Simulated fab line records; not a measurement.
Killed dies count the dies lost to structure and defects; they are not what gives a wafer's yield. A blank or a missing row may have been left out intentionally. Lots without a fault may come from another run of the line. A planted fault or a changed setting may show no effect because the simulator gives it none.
Lot-split experiment + flow n5Finfet + route with 1938 steps; 7 lots, 21 wafers read

## THE SPLIT ITSELF
At N5_GATE_CUT_ALD_22 (deposits SiNx, target thk 16 nm, pulse time 1 s, ald cycles 320), the setting aldCycles was moved away from the recipe's 320 on 5 of the 21 wafers read, by -15.3% to +11.9%. The other wafers ran this setting at the recipe's value.

The reading comes from the split's own step.

## THE READING
SiNx_of_GATE_CUT_ALD_22.thkNm (the simulator's own value, which no gauge read), in nm, at N5_GATE_CUT_ALD_22 (deposits SiNx, target thk 16 nm, pulse time 1 s, ald cycles 320). No usual value for it is given in the file. Across the 16 wafers here that went through the recipe, the average is 16.0 nm and the standard deviation 0.086 nm.

| wafer  | tool, chamber at the split | aldCycles as run | against the recipe | SiNx_of_GATE_CUT_ALD_22.thkNm, nm | against lot-mates on the recipe |
|--------|----------------------------|------------------|--------------------|-----------------------------------|---------------------------------|
| L075.1 | aldSin-01, 3,2             | 334              | +4.4%              | 16.6                              | +0.8                            |
| L075.5 | aldSin-01, 3,2             | 334              | +4.4%              | 16.6                              | +0.8                            |
| L075.3 | aldSin-01, 2               | 320              | recipe             | 15.8                              | -                               |
| L076.1 | aldSin-01, 2,3,0           | 320              | recipe             | 16                                | -                               |
| L076.2 | aldSin-01, 2,3,0           | 320              | recipe             | 16                                | -                               |
| L076.4 | aldSin-01, 2,3,0           | 320              | recipe             | 16                                | -                               |
| L079.1 | aldSin-02, 2,1             | 320              | recipe             | 16                                | -                               |
| L079.4 | aldSin-02, 2,1             | 320              | recipe             | 16                                | -                               |
| L079.2 | aldSin-02, 0               | 320              | recipe             | 16.2                              | -                               |
| L084.4 | aldSin-02, 3,2             | 320              | recipe             | 16                                | -                               |
| L084.5 | aldSin-02, 3,2             | 320              | recipe             | 16                                | -                               |
| L084.6 | aldSin-02, 1               | 271              | -15.3%             | 13.6                              | -2.4                            |
| L088.1 | aldSin-02, 2               | 272              | -15.0%             | 13.6                              | -2.4                            |
| L088.2 | aldSin-02, 1,0             | 320              | recipe             | 16                                | -                               |
| L088.4 | aldSin-02, 1,0             | 320              | recipe             | 16                                | -                               |
| L094.1 | aldSin-01, 0,1             | 320              | recipe             | 16                                | -                               |
| L094.6 | aldSin-01, 0,1             | 320              | recipe             | 16                                | -                               |
| L094.5 | aldSin-01, 2               | 320              | recipe             | 15.8                              | -                               |
| L096.1 | aldSin-02, 1,2             | 320              | recipe             | 16                                | -                               |
| L096.6 | aldSin-02, 1,2             | 320              | recipe             | 16                                | -                               |
| L096.4 | aldSin-02, 3               | 358              | +11.9%             | 18                                | +2.0                            |
When a row names more than one chamber, that row covers several wafers, and the file does not tell which wafer ran in which chamber.

FIT RESULTS
A straight line over all 21 wafers: SiNx_of_GATE_CUT_ALD_22.thkNm changes by +0.159 nm for each +1% of aldCycles; r = +1.00; the points scatter about the line by 0.089 nm.
The same after taking each lot's own level away (the mean of its wafers on the recipe; 21 wafers): +0.162 nm for each +1%; r = +1.00; scatter 0.064 nm.
The reading moves by 2.5 nm for the largest change in aldCycles, on that fit.
Across the lots, their own levels run from 15.80 to 16.07 nm, a range of 3.1 times the standard deviation given above.
So the lot-to-lot level changes the slope little: the two slopes agree.
Check: with one of the wafers moved furthest among these (-15.3%) left out of the fit, the line predicts -2.51 nm for it against its lot-mates. Against them it came out at -2.4 nm.

## THESE WAFERS: OTHER SPLITS
These wafers also went through other splits before the reading. Each is held against what the fit with the lots' levels taken away leaves over:
| other split on the same wafers  | wafers away from the commonest value | r with SiNx_of_GATE_CUT_ALD_22.thkNm (lot level and that fit taken away) |
|---------------------------------|--------------------------------------|--------------------------------------------------------------------------|
| N5_GATE_CUT_ETCH_36 cf4FlowSccm | 8                                    | -0.05                                                                    |

## THE FILE'S OWN FIT
SiNx_of_GATE_CUT_ALD_22.thkNm changes by +0.161 nm for each +1% of aldCycles, r = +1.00.
